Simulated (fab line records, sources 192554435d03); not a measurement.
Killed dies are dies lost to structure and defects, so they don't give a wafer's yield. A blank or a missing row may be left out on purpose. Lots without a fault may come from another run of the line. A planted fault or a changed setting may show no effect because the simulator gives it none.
Which tool did it? | flow n5_finfet | 9 lots, 27 wafers sampled, at 1 step of a route of 1938

WHAT THE GAUGES READ, wafer by wafer
N5_BEOL_M4_RC_MEAS_101. Usual: DIBL_N 35.1 mV/V, standard deviation 1.6; DIBL_P 34.9 mV/V, standard deviation 1.8; IOFF_N 0.143 nA/um, standard deviation 0.026; IOFF_P 0.21 nA/um, standard deviation 0.037; ION_N 671 uA/um, standard deviation 11; ION_P 463 uA/um, standard deviation 7.8; SS_N 71.2 mV/dec, standard deviation 0.58; SS_P 73.0 mV/dec, standard deviation 0.54; VT_N 251 mV, standard deviation 3; VT_P -250 mV, standard deviation 4.1.
lot  | measured     | on        | DIBL_N (mV/V)  | DIBL_P (mV/V)  | IOFF_N (nA/um)    | IOFF_P (nA/um) | ION_N (uA/um) | ION_P (uA/um) | SS_N (mV/dec)  | SS_P (mV/dec)  | VT_N (mV)   | VT_P (mV)      | flag
L855 | day 8 09:57  | prober-01 | 31.8 34.7 31.2 | 30.7 35.7 30.9 | 0.109 0.146 0.097 | 0.15 0.21 0.15 | 658 667 652   | 457 465 457   | 71.1 72.3 70.0 | 71.7 73.5 71.7 | 253 250 256 | -253 -249 -250 |
L857 | day 9 04:28  | prober-01 | 33.5 33.3 34.0 | 33.1 32.9 33.4 | 0.131 0.129 0.138 | 0.17 0.17 0.16 | 676 670 675   | 461 453 460   | 71.2 71.2 70.9 | 72.3 73.0 73.1 | 249 251 253 | -254 -255 -254 |
L858 | day 9 06:34  | prober-01 | 31.5 35.8 33.8 | 31.2 35.1 33.7 | 0.092 0.149 0.122 | 0.12 0.16 0.15 | 661 655 663   | 455 450 453   | 69.7 71.0 70.4 | 72.1 72.9 73.3 | 259 251 252 | -260 -255 -256 |
L862 | day 10 14:44 | prober-01 | 35.6 33.0 37.3 | 36.1 33.0 38.3 | 0.139 0.098 0.168 | 0.21 0.17 0.24 | 675 654 690   | 467 456 474   | 71.7 70.8 72.6 | 73.2 72.1 74.0 | 250 256 248 | -250 -252 -245 |
L861 | day 10 21:08 | prober-01 | 35.0 34.8 35.4 | 34.1 33.8 34.2 | 0.118 0.119 0.134 | 0.16 0.15 0.16 | 657 654 675   | 451 450 453   | 71.6 71.5 71.7 | 72.6 72.9 72.6 | 257 255 253 | -256 -261 -255 |
L860 | day 11 01:00 | prober-01 | 34.3 35.9 33.5 | 35.1 36.5 34.4 | 0.135 0.155 0.131 | 0.20 0.23 0.20 | 681 691 668   | 467 467 469   | 71.2 71.6 71.2 | 73.2 73.7 72.3 | 254 251 252 | -248 -246 -250 |
L864 | day 11 06:17 | prober-01 | 32.3 35.7 34.8 | 30.9 36.4 34.2 | 0.105 0.159 0.141 | 0.15 0.22 0.19 | 663 677 673   | 458 466 463   | 70.3 71.0 70.4 | 72.7 73.3 73.2 | 255 248 251 | -251 -246 -248 |
L866 | day 11 23:14 | prober-02 | 36.7 38.4 38.0 | 36.5 37.9 37.9 | 0.161 0.194 0.191 | 0.26 0.30 0.30 | 684 687 692   | 474 478 478   | 71.2 72.3 71.5 | 73.9 73.7 73.6 | 250 246 248 | -244 -242 -239 |
L875 | day 14 19:01 | prober-02 | 38.4 33.5 35.1 | 38.9 34.8 36.8 | 0.223 0.133 0.157 | 0.25 0.19 0.21 | 674 675 681   | 451 461 466   | 72.7 70.7 70.6 | 74.1 72.9 73.5 | 250 252 248 | -248 -248 -252 |

WHICH TOOL RAN EACH LOT (tool, then ch and the chambers of the sampled wafers, then the start)
The record holds no process step before these readings.

WHAT THE TOOLS THEMSELVES READ (means of the sampled wafers that have a number; where no wafer has one, the mark that the record gives instead)
The record holds no such reading with a usual standard deviation.

THE ANSWER, worked out from the rows above alone
Rule: a lot is off if the mean of its wafers that have a number lies more than 3 standard deviations from the usual mean. A lot without any number at a reading at which 4 lots or more have one is off too. The other lots that the step has rows for count as sound. The gauges are gone through in route order, then the tools' own readings, and for those a lot's mean is taken as printed above. The first step at which some lot is off is used, and at that step the reading that is off furthest; a lot without a number counts as furthest.
No lot is off at any reading shown: from this, nothing can be told.

WHAT THE SIMULATOR HAD PUT IN
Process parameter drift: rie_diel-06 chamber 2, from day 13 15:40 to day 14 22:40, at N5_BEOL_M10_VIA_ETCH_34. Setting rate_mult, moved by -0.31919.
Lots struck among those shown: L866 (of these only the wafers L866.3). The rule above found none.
